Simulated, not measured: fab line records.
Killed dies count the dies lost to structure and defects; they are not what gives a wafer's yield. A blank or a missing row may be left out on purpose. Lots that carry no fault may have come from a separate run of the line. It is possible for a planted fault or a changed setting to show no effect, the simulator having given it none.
One fault seen from 2 desks | flow n5-finfet | what lay behind the numbers comes last; until then each desk has only its own

METROLOGY DESK
What the gauges read, lot by lot, whatever tool the lot ran on: means of the sampled wafers that have a number. If a lot's mean is further than 4 standard deviations from the usual mean, the lot is out of limits and carries the mark OUT (the distance appears in the brackets). 7 of its 10 readings are shown, namely those furthest out on some lot.
Columns: A = DIBL_N at N5_BEOL_M4_RC_MEAS_101, usual 36.2 mV/V; B = DIBL_P at N5_BEOL_M4_RC_MEAS_101, usual 36.3 mV/V; C = IOFF_N at N5_BEOL_M4_RC_MEAS_101, usual 0.155 nA/um; D = IOFF_P at N5_BEOL_M4_RC_MEAS_101, usual 0.210 nA/um; E = ION_P at N5_BEOL_M4_RC_MEAS_101, usual 465 uA/um; F = SS_P at N5_BEOL_M4_RC_MEAS_101, usual 73.2 mV/dec; G = VT_P at N5_BEOL_M4_RC_MEAS_101, usual -250 mV
lot  | first seen here | A    | B    | C     | D     | E   | F    | G
L893 | day 7 14:16     | 37.0 | 37.6 | 0.172 | 0.218 | 468 | 73.0 | -250
L897 | day 9 08:02     | 37.4 | 37.8 | 0.173 | 0.240 | 467 | 73.1 | -248
L898 | day 9 14:12     | 37.7 | 37.4 | 0.167 | 0.200 | 462 | 73.6 | -253
L913 | day 13 16:12    | 34.8 | 35.3 | 0.127 | 0.166 | 455 | 72.4 | -254
This desk's verdict: no lot among the 4 shows anything out of limits.

THE TOOL OWNER'S DESK: pecvd-01
The tool's own readings at N5_PMOS_HMC_CHANNEL_EPI_HM_DEP_34 (deposits SiO2 from TEOS/O2, target thk 36 nm, time 6.9 s): means of the sampled wafers that have a number, for each lot that ran on this tool. If a lot's mean is further than 4 standard deviations from the usual mean, the lot is out of limits and carries the mark OUT (the distance appears in the brackets).
Columns: A = heater-power-w at N5_PMOS_HMC_CHANNEL_EPI_HM_DEP_34, usual 484 W; B = showerhead-plenum-p-Torr at N5_PMOS_HMC_CHANNEL_EPI_HM_DEP_34, usual 8.33 Torr; C = throttle-valve-pct at N5_PMOS_HMC_CHANNEL_EPI_HM_DEP_34, usual 18.7 %
lot  | first seen here | A   | B    | C
L893 | day 1 17:14     | 429 | 8.35 | 18.6
L897 | day 2 17:26     | 518 | 8.32 | 18.5
L898 | day 2 23:33     | 490 | 8.34 | 18.7
This desk's verdict: no lot among the 3 shows anything out of limits.

ALL TOGETHER
From the metrology desk's view, nothing was out of limits.
Nothing out of limits was seen by the tool owner's desk.

WHAT THE SIMULATOR HAD PUT IN
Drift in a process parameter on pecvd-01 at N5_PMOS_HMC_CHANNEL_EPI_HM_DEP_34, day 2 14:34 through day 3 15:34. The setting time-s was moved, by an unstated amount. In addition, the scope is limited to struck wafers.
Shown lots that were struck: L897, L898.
